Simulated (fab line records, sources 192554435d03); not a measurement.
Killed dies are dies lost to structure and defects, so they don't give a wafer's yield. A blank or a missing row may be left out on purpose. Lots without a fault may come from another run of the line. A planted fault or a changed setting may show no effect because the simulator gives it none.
fab line records | flow n5_finfet
record lots=6 wafers=18 last_day=16
route steps=1938 shown BEOL_M0@719 BEOL_M4@1111 PASSIVATION@1936
lots that met no fault: from a run of the same line without faults
start_h: hours from the record's first day to the start of the lot's first wafer shown | wait_h: hours since the lot's step before | " the same as in the row above | L1.1+2: a row that stands for several wafers | - no value, or no start given | * or withheld: withheld | < > ~ a bound
route shown NAME@n: a module of which the file shows steps, and the number in the route of the first | usual: mean/standard deviation of fault-free wafers | same: alike in all rows | chamber/n: place in a boat | sites: the reading at each site | _std_site: their standard deviation | _edge_site: outer sites' mean less inner sites' | radius_mm: how far each site lies from the wafer's centre | mask NAME#n: copy n | behind: the tool/chamber that last shaped the wafer | hold: why the lot was held/for how many hours/how that ended | device: the transistor (n, p or np) that didn't switch | end of line: the same wafers' tests at the end of the route | a step without rows: its recipe alone | killed: dies lost to structure and defects at the first sort, not the wafer's yield | map: a wafer's dies, x killed, . not, _ none there
set.NAME: the setting as run; set.NAME@STEP: as run at that earlier step | model.NAME: the simulator's own value behind a step, which no gauge read
lots at some steps of the route; a table a step, a row a wafer
services: from which hour (start_h, from the record's first day; less than 0 if before it) a tool's chamber was out of use, for how many hours, and why
## steps
# step N5_BEOL_M0_WET_ETCH_106
# recipe chemistry=DHF dilution=10:1 temp_c=25 target=SiO2 target_depth_a=1300 dry=ipa_marangoni rinse_time_s=30 rinse_temp_c=23
# step N5_BEOL_M0_ETCH_128
# recipe chemistry=CF4/N2 target_depth_a=120 overetch_a=51 target=SiCN time_s=21.4 ion_energy_ev=150 pressure_mtorr=40 source_w=430 bias_w=70 Ar_flow_sccm=100 cf4_flow_sccm=60 n2_flow_sccm=60
# usual drypump_motor_current_A=5.8/0.42 oes_product_au=0.55/0.063 rf_vpp_V=382.3/1.9 showerhead_plenum_p_Torr=2.21/0.071 throttle_valve_pct=15.38/0.25
# columns lot.wafer tool chamber start_h wait_h drypump_motor_current_A oes_product_au rf_hours_counter_h rf_vpp_V showerhead_plenum_p_Torr throttle_valve_pct
L314.2 rie_diel-03 1 142.88 0.2 5.2 0.50 208 381.0 2.18 15.45
L314.3 " 2 " " 6.6 0.59 38 381.3 2.17 15.16
L314.4 " 0 " " 5.8 0.61 27 379.8 2.16 15.32
L315.1 rie_diel-05 1 148.12 0.1 5.8 0.63 9 381.5 2.17 15.31
L315.4 " 3 " " 5.6 0.51 186 383.4 2.27 15.58
L315.6 " 3 " " 5.6 0.50 - 385.5 2.27 15.56
L317.2 rie_diel-04 3 162.03 0.4 6.0 0.49 217 383.2 2.27 15.79
L317.4 " 2 " " 5.9 0.46 240 378.4 2.09 15.44
L317.5 " 0 " " 5.7 0.65 - 381.8 2.17 15.41
L325.2 rie_diel-05 3 204.51 0.7 5.6 0.48 208 383.9 2.26 15.62
L325.4 " 1 " " 5.8 0.61 30 380.8 2.16 15.36
L325.5 " 2 " " 5.2 0.53 - 381.4 2.13 15.12
L326.2 rie_diel-05 3 209.80 0.0 5.6 0.50 209 383.9 2.26 15.62
L326.3 " 2 " " 5.2 0.54 123 380.8 2.13 15.11
L326.5 " 1 " " 5.8 0.63 - 382.0 2.16 15.36
L330.1 rie_diel-05 1 233.56 0.3 5.8 0.60 40 380.0 2.16 15.39
L330.2 " 0 " " 5.5 0.56 70 382.6 2.24 14.98
L330.3 " 3 " " 5.6 0.48 217 384.4 2.26 15.62
# step N5_BEOL_M0_TRENCH_ETCH_107
# recipe chemistry=C4F6/O2 target_depth_a=328 target=SiOC time_s=16.4 ion_energy_ev=250 pressure_mtorr=30 source_w=355 bias_w=185 Ar_flow_sccm=300 C4F6_flow_sccm=10 O2_flow_sccm=10
# step N5_BEOL_M0_STRIP_142
# recipe chemistry=N2/H2 time_s=10 power_w=450 temp_c=40 pressure_mtorr=20 rf_frequency_hz=6e+07 bias_power_w=7 n2_flow_sccm=200 h2_flow_sccm=200
# usual drypump_motor_current_A=5.8/0.42 oes_product_au=0.80/0.097 rf_vpp_V=59.1/0.85 showerhead_plenum_p_Torr=2.54/0.09 throttle_valve_pct=23.5/0.32
# columns lot.wafer tool chamber start_h wait_h drypump_motor_current_A oes_product_au rf_hours_counter_h rf_vpp_V showerhead_plenum_p_Torr throttle_valve_pct
L314.2 rie_diel-03 1 142.94 0.0 5.1 0.71 208 59.6 2.50 23.3
L314.3 " 2 " " 6.6 0.87 38 59.2 2.48 23.6
L314.4 " 0 " " 5.8 0.90 27 59.3 2.49 23.8
L315.1 rie_diel-05 1 148.19 0.0 5.8 0.94 9 58.9 2.49 23.3
L315.4 " 3 " " 5.6 0.72 186 60.0 2.62 23.5
L315.6 " 3 " " 5.6 0.72 - 58.9 2.62 23.5
L317.2 rie_diel-04 3 162.09 0.0 6.0 0.70 217 58.0 2.61 24.0
L317.4 " 2 " " 5.9 0.66 240 57.8 2.40 23.4
L317.5 " 0 " " 5.7 0.97 - 58.8 2.48 23.7
L325.2 rie_diel-05 3 204.58 0.0 5.6 0.70 208 60.2 2.62 23.5
L325.4 " 1 " " 5.8 0.90 30 57.3 2.48 23.3
L325.5 " 2 " " 5.2 0.77 - 59.0 2.45 23.2
L326.2 rie_diel-05 3 209.87 0.0 5.6 0.70 209 61.2 2.62 23.5
L326.3 " 2 " " 5.2 0.76 123 58.4 2.45 23.2
L326.5 " 1 " " 5.8 0.89 - 57.4 2.48 23.3
L330.1 rie_diel-05 1 233.63 0.0 5.8 0.88 40 58.8 2.47 23.3
L330.2 " 0 " " 5.4 0.84 70 58.1 2.57 23.1
L330.3 " 3 " " 5.7 0.69 217 59.2 2.61 23.5
# step N5_BEOL_M0_OCD_MEAS_108
# usual trench_depth_nm=32.9/0.71
# columns lot.wafer tool chamber start_h wait_h trench_depth_nm
L314.2 ocd-01 - 143.02 0.1 33.5
L314.3 " - " " 32.7
L314.4 " - " " 33.8
L315.1 ocd-01 - 148.27 0.1 31.8
L315.4 " - " " 32.9
L315.6 " - " " 33.3
L317.2 ocd-02 - 162.17 0.1 32.7
L317.4 " - " " 32.6
L317.5 " - " " 33.8
L325.2 ocd-02 - 204.66 0.1 32.7
L325.4 " - " " 31.0
L325.5 " - " " 31.8
L326.2 ocd-01 - 209.95 0.1 33.0
L326.3 " - " " 31.5
L326.5 " - " " 32.0
L330.1 ocd-02 - 233.71 0.1 31.5
L330.2 " - " " 33.0
L330.3 " - " " 32.4
# step N5_BEOL_M0_HM_STRIP_129
# recipe chemistry=peroxide_tin_strip material=TiN target_depth_a=170 temp_c=50 time_s=108
# step N5_BEOL_M0_SRD_130
# recipe time_s=30 temp_c=23 rinse_liquid=diw dry=ipa_marangoni
# step N5_BEOL_M0_ETCH_109
# recipe chemistry=CH3F/O2 target_depth_a=80 overetch_a=24 target=SiCN time_s=27.4 ion_energy_ev=120 pressure_mtorr=30 source_w=395 bias_w=75 Ar_flow_sccm=150 CH3F_flow_sccm=30 O2_flow_sccm=20
# usual CH3F_flow_sccm=30.01/0.093 drypump_motor_current_A=5.9/0.46 oes_product_au=0.67/0.076 rf_vpp_V=297.0/1.4 showerhead_plenum_p_Torr=1.99/0.054 throttle_valve_pct=16.32/0.2
# columns lot.wafer tool chamber start_h wait_h CH3F_flow_sccm drypump_motor_current_A oes_product_au rf_hours_counter_h rf_vpp_V showerhead_plenum_p_Torr throttle_valve_pct
L314.2 rie_diel-05 3 143.46 0.4 29.99 5.6 0.63 185 298.6 2.06 16.39
L314.3 " 0 " " 29.96 5.5 0.74 39 298.2 2.05 15.86
L314.4 " 2 " " 30.12 5.2 0.70 98 295.9 1.94 15.96
L315.1 rie_diel-04 2 148.65 0.3 30.16 5.9 0.56 236 295.1 1.90 16.34
L315.4 " 0 " " 30.06 5.6 0.81 4 297.1 1.97 16.31
L315.6 " 3 " " 30.21 5.9 0.60 - 299.6 2.07 16.69
L317.2 rie_diel-03 2 162.32 0.0 29.87 6.6 0.72 46 295.7 1.96 16.09
L317.4 " 0 " " 29.94 5.8 0.75 33 295.0 1.97 16.30
L317.5 " 1 " " 30.23 5.1 0.61 - 296.3 1.99 16.40
L325.2 rie_diel-04 3 205.13 0.4 29.96 5.9 0.60 235 298.8 2.06 16.71
L325.4 " 1 " " 30.00 6.4 0.74 - 300.9 2.11 16.37
L325.5 " 3 " " 30.11 6.0 0.59 - 297.8 2.06 16.73
L326.2 rie_diel-05 0 210.32 0.3 29.96 5.5 0.71 64 298.6 2.04 15.90
L326.3 " 3 " " 29.99 5.6 0.61 209 299.2 2.05 16.44
L326.5 " 0 " " 29.85 5.4 0.72 - 298.9 2.04 15.90
L330.1 rie_diel-03 3 233.81 0.0 30.02 6.3 0.59 241 297.1 1.97 16.47
L330.2 " 0 " " 30.17 5.8 0.71 58 296.6 1.96 16.35
L330.3 " 1 " " 29.90 5.2 0.60 242 296.9 1.98 16.43
# step N5_BEOL_M0_STRIP_139
# recipe chemistry=post_etch_residue_remover time_s=60 temp_c=25 remover_ph=withheld remover_water_wt_pct=withheld remover_fluoride_wt_pct=withheld
# step N5_BEOL_M0_SRD_111
# recipe time_s=30 temp_c=23 rinse_liquid=diw dry=ipa_marangoni
# step N5_BEOL_M0_DEGAS_112
# recipe ambient=vacuum temp_c=250 time_s=60
# usual heater_power_w=323/26
# columns lot.wafer tool chamber start_h wait_h heater_power_w
L314.2 pvd_sputter-02 - 144.27 0.7 295
L314.3 " - " " 303
L314.4 " - " " 283
L315.1 pvd_sputter-01 - 149.73 0.9 326
L315.4 " - " " 341
L315.6 " - " " 287
L317.2 pvd_sputter-01 - 163.48 1.0 322
L317.4 " - " " 321
L317.5 " - " " 303
L325.2 pvd_sputter-03 - 206.66 1.3 356
L325.4 " - " " 309
L325.5 " - " " 361
L326.2 pvd_sputter-03 - 210.79 0.3 319
L326.3 " - " " 358
L326.5 " - " " 358
L330.1 pvd_sputter-02 - 234.60 0.6 351
L330.2 " - " " 283
L330.3 " - " " 300
# step N5_BEOL_M0_PRE_CLEAN_113
# recipe gas=H2/He time_s=30 temp_c=250
# step N5_BEOL_M0_ALD_136
# recipe material=TaN target_thk_a=* temp_c=275 ald_precursor_family=PDMAT ald_co_reactant=NH3 pressure_torr=3 carrier_flow_sccm=1500 pulse_time_s=2 purge_time_s=3 co_reactant_purge_time_s=2 co_reactant_pulse_time_s=3 ald_cycles=30 precursor_vessel_temp_c=75 precursor_vessel_pressure_torr=26.25 precursor_vessel_carrier_sccm=1000
# usual ald_cycles=30/0 chamber_pressure_Torr=3.000/0.0073 heater_power_w=423/29 mfc_carrier_sccm=1500/4.3
# columns lot.wafer tool chamber start_h wait_h ald_cycles chamber_pressure_Torr heater_power_w mfc_carrier_sccm
L314.2 ald_metal-02 1 144.37 0.0 - - - -
L314.3 " 0 " " - - - -
L314.4 " 3 " " - - - -
L315.1 ald_metal-04 3 149.83 0.0 - - - -
L315.4 " 0 " " - - - -
L315.6 " 2 " " - - - -
L317.2 ald_metal-02 1 163.64 0.1 30 2.993 386 1502
L317.4 " 2 " " 30 3.003 461 1500
L317.5 " 0 " " 30 2.985 407 1506
L325.2 ald_metal-02 0 206.77 0.0 30 2.994 410 1499
L325.4 " 1 " " 30 2.998 386 1502
L325.5 " 3 " " 30 3.008 460 1493
L326.2 ald_metal-01 1 210.91 0.1 30 2.998 420 1504
L326.3 " 2 " " 30 2.997 444 1497
L326.5 " 0 " " 30 2.983 409 1502
L330.1 ald_metal-04 1 234.78 0.1 30 2.989 407 1498
L330.2 " 3 " " 30 3.004 427 1501
L330.3 " 0 " " 30 3.004 372 1504
# step N5_BEOL_M0_SURFACE_TREAT_137
# recipe gas=Ar time_s=* ion_energy_ev=* ion_current_ma_cm2=0.5 pressure_mtorr=* ar_flow_sccm=30
# step N5_BEOL_M0_CVD_115
# recipe material=Co target_thk_a=* temp_c=withheld precursor=CCTBA/H2 pressure_torr=30 time_s=120
# step N5_BEOL_M0_SPUTTER_116
# recipe material=Cu target_thk_a=40 temp_c=-20 chamber_pressure_pa=0.07 power_w=withheld time_s=7.37
# usual throttle_valve_pct=30.0/1.1
# columns lot.wafer tool chamber start_h wait_h throttle_valve_pct
L314.2 pvd_sputter-02 - 144.93 0.1 28.8
L314.3 " - " " 31.0
L314.4 " - " " 30.8
L315.1 pvd_sputter-02 - 150.60 0.3 28.8
L315.4 " - " " 30.9
L315.6 " - " " 30.8
L317.2 pvd_sputter-01 - 165.84 0.1 31.7
L317.4 " - " " 30.3
L317.5 " - " " 31.9
L325.2 pvd_sputter-02 - 207.18 0.1 29.1
L325.4 " - " " 30.7
L325.5 " - " " 28.9
L326.2 pvd_sputter-03 - 211.49 0.2 29.7
L326.3 " - " " 31.5
L326.5 " - " " 31.6
L330.1 pvd_sputter-02 - 236.96 0.2 28.8
L330.2 " - " " 29.0
L330.3 " - " " 30.7
# step N5_BEOL_M0_ANNEAL_117
# recipe temp_c=400 time_s=60 ambient=vacuum
# step N5_BEOL_M0_SPUTTER_132
# recipe material=Cu target_thk_a=40 temp_c=-20 chamber_pressure_pa=0.07 power_w=withheld time_s=7.37
# step N5_BEOL_M0_ANNEAL_133
# recipe temp_c=400 time_s=60 ambient=vacuum
# step N5_BEOL_M0_SPUTTER_134
# recipe material=Cu target_thk_a=40 temp_c=-20 chamber_pressure_pa=0.07 power_w=withheld time_s=7.37
# step N5_BEOL_M0_ANNEAL_135
# recipe temp_c=400 time_s=60 ambient=vacuum
# step N5_BEOL_M0_SPUTTER_141
# recipe material=Cu target_thk_a=40 temp_c=-20 chamber_pressure_pa=0.07 power_w=withheld time_s=7.37
# step N5_BEOL_M0_ECD_118
# recipe material=Cu target_thk_a=3000
# step N5_BEOL_M0_ANNEAL_119
# recipe temp_c=225 time_s=90 ambient=N2
# step N5_BEOL_M0_CMP_120
# recipe stop_on=SiOC t_overpolish_s=6.9 down_force_psi=1 platen_rpm=50 clearing_platen_down_force_psi=1.5 clearing_platen_rpm=50 post_cmp_clean=cu_alkaline clearing_platen_pad_velocity_m_s=0.99484 pad_velocity_m_s=0.99484
# usual barrier_field_endpoint_s=3.61/0.12 motor_current_A=6.0/0.63 pad_life_wafers=1185/640 slurry_filter_dp_kPa=13.48/0.15
# columns lot.wafer tool chamber start_h wait_h barrier_field_endpoint_s motor_current_A pad_life_wafers slurry_filter_dp_kPa
L314.4 cmp-03 0 145.80 0.1 1.89 6.6 990 13.55
L314.2 " 1 " " 1.94 6.8 991 13.36
L314.3 " 2 " " 1.92 5.2 992 13.33
L315.1 cmp-01 0 151.54 0.3 1.85 6.3 1250 13.38
L315.4 " 1 " " 1.83 6.1 1251 13.53
L315.6 " 2 " " 1.81 6.0 - 13.37
L317.2 cmp-03 0 166.97 0.5 3.64 6.6 1242 13.36
L317.4 " 2 " " 3.54 5.1 1244 13.37
L317.5 " 1 " " 3.72 6.7 - 13.79
L325.2 cmp-02 2 208.04 0.2 3.62 5.4 336 13.47
L325.4 " 0 " " 3.66 6.0 338 13.44
L325.5 " 3 " " 3.52 6.3 - 13.44
L326.2 cmp-03 0 212.38 0.2 3.50 6.7 1681 13.37
L326.3 " 1 " " 3.62 6.5 1682 13.57
L326.5 " 0 " " 3.35 6.6 - 13.63
L330.1 cmp-01 3 237.83 0.3 3.52 6.4 1884 13.26
L330.3 " 1 " " 3.53 6.3 1886 13.14
L330.2 " 2 " " 3.59 5.9 1887 13.42
# step N5_BEOL_M4_RC_MEAS_101
# usual DIBL_N=36.3/1.7 DIBL_P=36.3/2.2 IOFF_N=0.16/0.034 IOFF_P=0.21/0.038 ION_N=673/13 ION_P=461/8.3 SS_N=71.5/0.55 SS_P=73.3/0.67 VT_N=250/3.4 VT_P=-251/3.5
# columns lot.wafer tool chamber start_h wait_h DIBL_N[mV/V] DIBL_P[mV/V] IOFF_N[nA/um] IOFF_P[nA/um] ION_N[uA/um] ION_P[uA/um] SS_N[mV/dec] SS_P[mV/dec] VT_N[mV] VT_P[mV]
L317.2 prober-02 0 211.30 0.2 35.7 35.2 0.17 0.20 668 454 71.6 73.0 246 -249
L317.4 " 0 " " 39.1 39.4 0.24 0.28 683 470 72.6 74.1 242 -246
L317.5 " 0 " " 36.0 35.3 0.16 0.20 663 451 71.6 72.8 251 -250
L326.2 prober-02 0 255.58 0.2 35.8 36.7 0.14 0.18 671 453 71.5 72.7 252 -255
L326.3 " 0 " " 37.8 38.7 0.18 0.20 681 454 71.6 73.4 247 -252
L326.5 " 0 " " 38.1 40.0 0.20 0.21 678 458 71.6 74.1 248 -252
L325.2 prober-01 0 266.61 0.2 36.4 36.4 0.16 0.19 684 465 71.6 74.1 250 -254
L325.4 " 0 " " 35.2 35.3 0.14 0.18 669 453 71.3 73.6 254 -256
L325.5 " 0 " " 34.2 33.2 0.12 0.15 660 453 70.8 73.0 254 -258
L330.1 prober-02 0 286.97 0.0 35.2 35.1 0.14 0.19 681 464 71.0 73.0 250 -250
L330.2 " 0 " " 35.6 34.8 0.13 0.18 671 465 71.0 72.8 253 -251
L330.3 " 0 " " 35.6 35.1 0.14 0.19 672 463 71.4 72.5 253 -249
# step N5_PASSIVATION_PROBE_49
# usual defect_limited_yield=91.4/1.6 killed_at_M0_to_M3=34/10 killed_at_M4_up=12/4.8 killed_at_contacts=11/6.2 killed_at_front_end=39/13 killed_at_other=4/3.1 killed_dies=101/19 killed_on_rim=13/4.1 killed_open=67/14 killed_short=32/8.3 sort_bin_5_function=5.0/1 sort_bin_6_memory=3.2/0.76 sort_n_pass=1079/19 sort_yield_pct=91.4/1.6
# same gross_dies=1180 killed_at_back_side=0 sort_bin_4_leakage[%]=0 sort_bin_8_speed[%]=0
# columns lot.wafer tool chamber start_h wait_h defect_limited_yield[%] killed_at_M0_to_M3 killed_at_M4_up killed_at_contacts killed_at_front_end killed_at_other killed_dies killed_on_rim killed_open killed_short sort_bin_5_function[%] sort_bin_6_memory[%] sort_n_pass sort_yield_pct[%]
L314.2 prober-02 - 288.29 0.1 0 1097 9 8 61 5 1180 152 88 24 96.9 2.8 0 0
L314.3 prober-02 - 288.34 0.1 0 1116 8 9 37 10 1180 152 55 34 96.9 2.9 0 0
L314.4 prober-02 - 288.39 0.2 0 1105 12 15 46 2 1180 152 74 30 96.2 3.4 0 0
L315.1 prober-01 - 297.31 0.0 0 1123 7 13 33 4 1180 152 71 28 95.6 3.9 0 0
L315.4 prober-01 - 297.46 0.2 0 1116 14 14 36 0 1180 152 88 33 96.6 3.1 0 0
L315.6 prober-01 - 297.56 0.3 0 1115 11 9 41 4 1180 152 67 34 96.4 3.1 0 0
L326.5 prober-02 - 352.54 0.2 91.8 27 11 20 34 5 97 15 62 35 4.6 3.2 1083 91.8
L325.2 prober-02 - 360.13 0.1 93.1 31 4 5 42 0 82 6 51 30 5.2 1.5 1098 93.1
L325.4 prober-02 - 360.23 0.2 90.1 40 14 8 53 2 117 15 77 39 6.1 3.7 1063 90.1
L325.5 prober-02 - 360.28 0.2 89.6 39 16 14 53 1 123 20 86 37 5.8 4.4 1057 89.6
# killed by level:class
L314.2 BEOL_M0:area_ald=1068 STI_FIN_REVEAL:geometric_particle:open=18 FIN_SAQP:geometric_particle:open=14 BEOL_M1:geometric_particle:open=10 MOL_CONTACT_COAG:geometric_particle:open=7 BEOL_M0_SAQP:geometric_particle:open=6 BEOL_M3:geometric_particle:open=6 BEOL_M6:geometric_particle:open=6
L314.3 BEOL_M0:area_ald=1091 FIN_SAQP:geometric_particle:open=9 MOL_CONTACT_COAG:geometric_particle:open=8 BEOL_M0_SAQP:geometric_particle:open=7 GATE_CUT:geometric_particle:short=6 BEOL_M2:geometric_particle:open=6 FIN_SAQP:geometric_particle:short=5 STI_FIN_REVEAL:geometric_particle:open=4
L314.4 BEOL_M0:area_ald=1076 MOL_CONTACT_COAG:geometric_particle:open=13 STI_FIN_REVEAL:geometric_particle:open=11 BEOL_M0_SAQP:geometric_particle:open=7 FIN_SAQP:geometric_particle:open=6 GATE_CUT:geometric_particle:short=6 STI_FIN_REVEAL:geometric_particle:short=5 DUMMY_GATE:geometric_particle:open=4
L315.1 BEOL_M0:area_ald=1080 BEOL_M3:geometric_particle:open=15 FIN_SAQP:geometric_particle:open=11 MOL_CONTACT_COAG:geometric_particle:open=10 BEOL_M0_SAQP:geometric_particle:open=8 FIN_SAQP:geometric_particle:short=7 BEOL_M0_SAQP:geometric_particle:short=7 STARTING-WAFER:geometric_particle:open=6
L315.4 BEOL_M0:area_ald=1058 BEOL_M3:geometric_particle:open=22 FIN_SAQP:geometric_particle:open=12 BEOL_M0_SAQP:geometric_particle:open=11 MOL_CONTACT_COAG:geometric_particle:open=10 BEOL_M2:geometric_particle:open=8 BEOL_M0_SAQP:geometric_particle:short=7 BEOL_M4:geometric_particle:open=6
L315.6 BEOL_M0:area_ald=1077 BEOL_M2:geometric_particle:open=9 BEOL_M3:geometric_particle:open=9 STI_FIN_REVEAL:geometric_particle:open=8 BEOL_M0_SAQP:geometric_particle:short=7 STARTING-WAFER:geometric_particle:open=7 FIN_SAQP:geometric_particle:short=6 FIN_SAQP:geometric_particle:open=6
L326.5 MOL_CONTACT_COAG:geometric_particle:open=11 MOL_CONTACT_COAG:geometric_particle:short=9 BEOL_M1:geometric_particle:open=8 ILD0:geometric_particle:short=5 DUMMY_GATE:geometric_particle:open=5 BEOL_M0_SAQP:geometric_particle:short=5 BEOL_M4:geometric_particle:open=5 STARTING-WAFER:geometric_particle:open=5
L325.2 FIN_SAQP:geometric_particle:open=11 BEOL_M3:geometric_particle:open=9 FIN_SAQP:geometric_particle:short=8 BEOL_M2:geometric_particle:open=7 STI_FIN_REVEAL:geometric_particle:open=5 BEOL_M0_SAQP:geometric_particle:short=5 BEOL_M1:geometric_particle:open=4 STARTING-WAFER:geometric_particle:short=4
L325.4 FIN_SAQP:geometric_particle:open=24 FIN_SAQP:geometric_particle:short=16 BEOL_M0_SAQP:geometric_particle:open=14 BEOL_M0_SAQP:geometric_particle:short=9 MOL_CONTACT_COAG:geometric_particle:open=6 BEOL_M1:geometric_particle:open=5 BEOL_M3:geometric_particle:open=5 BEOL_M4:geometric_particle:open=4
L325.5 FIN_SAQP:geometric_particle:open=23 FIN_SAQP:geometric_particle:short=14 MOL_CONTACT_COAG:geometric_particle:open=12 BEOL_M5:geometric_particle:open=9 BEOL_M0_SAQP:geometric_particle:short=8 BEOL_M3:geometric_particle:open=8 STI_FIN_REVEAL:geometric_particle:open=7 BEOL_M1:geometric_particle:open=7
# map L314.2 (x killed, . not)
_________________xxxxxxxxxxxx________________
______________xxxxxxxxxxxxxxxxxx_____________
___________xxxxxxxxxxxxxxxxxxxxxxxx__________
__________xxxxxxxxxxxxxxxxxxxxxxxxxx_________
________xxxxxxxxxxxxxxxxxxxxxxxxxxxxxx_______
_______xxxxxxxxxxxxxxxxxxxxxxxxxxxxxxxx______
______xxxxxxxxxxxxxxxxxxxxxxxxxxxxxxxxxx_____
_____xxxxxxxxxxxxxxxxxxxxxxxxxxxxxxxxxxxx____
____xxxxxxxxxxxxxxxxxxxxxxxxxxxxxxxxxxxxxx___
___xxxxxxxxxxxxxxxxxxxxxxxxxxxxxxxxxxxxxxxx__
___xxxxxxxxxxxxxxxxxxxxxxxxxxxxxxxxxxxxxxxx__
__xxxxxxxxxxxxxxxxxxxxxxxxxxxxxxxxxxxxxxxxxx_
__xxxxxxxxxxxxxxxxxxxxxxxxxxxxxxxxxxxxxxxxxx_
_xxxxxxxxxxxxxxxxxxxxxxxxxxxxxxxxxxxxxxxxxxxx
_xxxxxxxxxxxxxxxxxxxxxxxxxxxxxxxxxxxxxxxxxxxx
_xxxxxxxxxxxxxxxxxxxxxxxxxxxxxxxxxxxxxxxxxxxx
_xxxxxxxxxxxxxxxxxxxxxxxxxxxxxxxxxxxxxxxxxxxx
_xxxxxxxxxxxxxxxxxxxxxxxxxxxxxxxxxxxxxxxxxxxx
_xxxxxxxxxxxxxxxxxxxxxxxxxxxxxxxxxxxxxxxxxxxx
_xxxxxxxxxxxxxxxxxxxxxxxxxxxxxxxxxxxxxxxxxxxx
_xxxxxxxxxxxxxxxxxxxxxxxxxxxxxxxxxxxxxxxxxxxx
__xxxxxxxxxxxxxxxxxxxxxxxxxxxxxxxxxxxxxxxxxx_
__xxxxxxxxxxxxxxxxxxxxxxxxxxxxxxxxxxxxxxxxxx_
___xxxxxxxxxxxxxxxxxxxxxxxxxxxxxxxxxxxxxxxx__
___xxxxxxxxxxxxxxxxxxxxxxxxxxxxxxxxxxxxxxxx__
____xxxxxxxxxxxxxxxxxxxxxxxxxxxxxxxxxxxxxx___
_____xxxxxxxxxxxxxxxxxxxxxxxxxxxxxxxxxxxx____
______xxxxxxxxxxxxxxxxxxxxxxxxxxxxxxxxxx_____
_______xxxxxxxxxxxxxxxxxxxxxxxxxxxxxxxx______
________xxxxxxxxxxxxxxxxxxxxxxxxxxxxxx_______
__________xxxxxxxxxxxxxxxxxxxxxxxxxx_________
___________xxxxxxxxxxxxxxxxxxxxxxxx__________
______________xxxxxxxxxxxxxxxxxx_____________
_________________xxxxxxxxxxxx________________
# map L315.1 (x killed, . not)
_________________xxxxxxxxxxxx________________
______________xxxxxxxxxxxxxxxxxx_____________
___________xxxxxxxxxxxxxxxxxxxxxxxx__________
__________xxxxxxxxxxxxxxxxxxxxxxxxxx_________
________xxxxxxxxxxxxxxxxxxxxxxxxxxxxxx_______
_______xxxxxxxxxxxxxxxxxxxxxxxxxxxxxxxx______
______xxxxxxxxxxxxxxxxxxxxxxxxxxxxxxxxxx_____
_____xxxxxxxxxxxxxxxxxxxxxxxxxxxxxxxxxxxx____
____xxxxxxxxxxxxxxxxxxxxxxxxxxxxxxxxxxxxxx___
___xxxxxxxxxxxxxxxxxxxxxxxxxxxxxxxxxxxxxxxx__
___xxxxxxxxxxxxxxxxxxxxxxxxxxxxxxxxxxxxxxxx__
__xxxxxxxxxxxxxxxxxxxxxxxxxxxxxxxxxxxxxxxxxx_
__xxxxxxxxxxxxxxxxxxxxxxxxxxxxxxxxxxxxxxxxxx_
_xxxxxxxxxxxxxxxxxxxxxxxxxxxxxxxxxxxxxxxxxxxx
_xxxxxxxxxxxxxxxxxxxxxxxxxxxxxxxxxxxxxxxxxxxx
_xxxxxxxxxxxxxxxxxxxxxxxxxxxxxxxxxxxxxxxxxxxx
_xxxxxxxxxxxxxxxxxxxxxxxxxxxxxxxxxxxxxxxxxxxx
_xxxxxxxxxxxxxxxxxxxxxxxxxxxxxxxxxxxxxxxxxxxx
_xxxxxxxxxxxxxxxxxxxxxxxxxxxxxxxxxxxxxxxxxxxx
_xxxxxxxxxxxxxxxxxxxxxxxxxxxxxxxxxxxxxxxxxxxx
_xxxxxxxxxxxxxxxxxxxxxxxxxxxxxxxxxxxxxxxxxxxx
__xxxxxxxxxxxxxxxxxxxxxxxxxxxxxxxxxxxxxxxxxx_
__xxxxxxxxxxxxxxxxxxxxxxxxxxxxxxxxxxxxxxxxxx_
___xxxxxxxxxxxxxxxxxxxxxxxxxxxxxxxxxxxxxxxx__
___xxxxxxxxxxxxxxxxxxxxxxxxxxxxxxxxxxxxxxxx__
____xxxxxxxxxxxxxxxxxxxxxxxxxxxxxxxxxxxxxx___
_____xxxxxxxxxxxxxxxxxxxxxxxxxxxxxxxxxxxx____
______xxxxxxxxxxxxxxxxxxxxxxxxxxxxxxxxxx_____
_______xxxxxxxxxxxxxxxxxxxxxxxxxxxxxxxx______
________xxxxxxxxxxxxxxxxxxxxxxxxxxxxxx_______
__________xxxxxxxxxxxxxxxxxxxxxxxxxx_________
___________xxxxxxxxxxxxxxxxxxxxxxxx__________
______________xxxxxxxxxxxxxxxxxx_____________
_________________xxxxxxxxxxxx________________
## services
# columns tool chamber start_h hours kind
cmp-01 - 120.30 5.6 pm
pvd_sputter-03 - 143.41 1.6 repair
cmp-02 - 145.78 18.0 pm
rie_diel-03 0 151.36 2.6 repair
cmp-02 - 165.54 4.0 pm
cmp-01 - 165.57 4.9 repair
cmp-02 - 169.54 - consumable_replace:conditioner
cmp-02 - 169.54 - consumable_replace:pad
rie_diel-04 3 172.52 3.1 repair
cmp-03 - 174.24 0.8 repair
ald_metal-01 2 180.10 2.0 repair
rie_diel-04 2 184.78 - clean
rie_diel-04 2 184.78 - consumable_replace:focus_ring
rie_diel-04 2 184.78 - consumable_replace:showerhead
rie_diel-04 2 184.78 21.2 scheduled_down
rie_diel-04 2 184.78 21.2 vent_cycle
cmp-02 - 196.89 0.9 repair
ald_metal-02 3 208.66 8.2 repair
cmp-01 - 209.63 6.6 repair
## key
first_sign step=N5_BEOL_M0_ALD_136 reading=tool_record direction=missing
effect step=N5_BEOL_M0_CMP_120 reading=barrier_field_endpoint_s direction=down sigmas=15 usual=3.61 struck=1.88
effect step=N5_PASSIVATION_PROBE_49 reading=killed_at_M0_to_M3 direction=up sigmas=99+ usual=34 struck=1112
more_kills_born_at N5_BEOL_M0_ALD_136@ald_metal-02=3235 N5_BEOL_M0_ALD_136@ald_metal-04=3214
met_at N5_BEOL_M0_ALD_136
struck_wafers L314.2,L314.3,L314.4,L315.1,L315.4,L315.6
later_rows_left_out L314.2,L314.3,L314.4,L315.1,L315.4,L315.6
fault kind=skipped_step_whole tool=ald_metal-02,ald_metal-04 chamber=- onset_h=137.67 steps=N5_BEOL_M0_ALD_136 scope=struck_lots_only
# later_rows_left_out: the simulator's readings of these wafers behind a module that went badly wrong aren't trusted and aren't shown, but for the sort
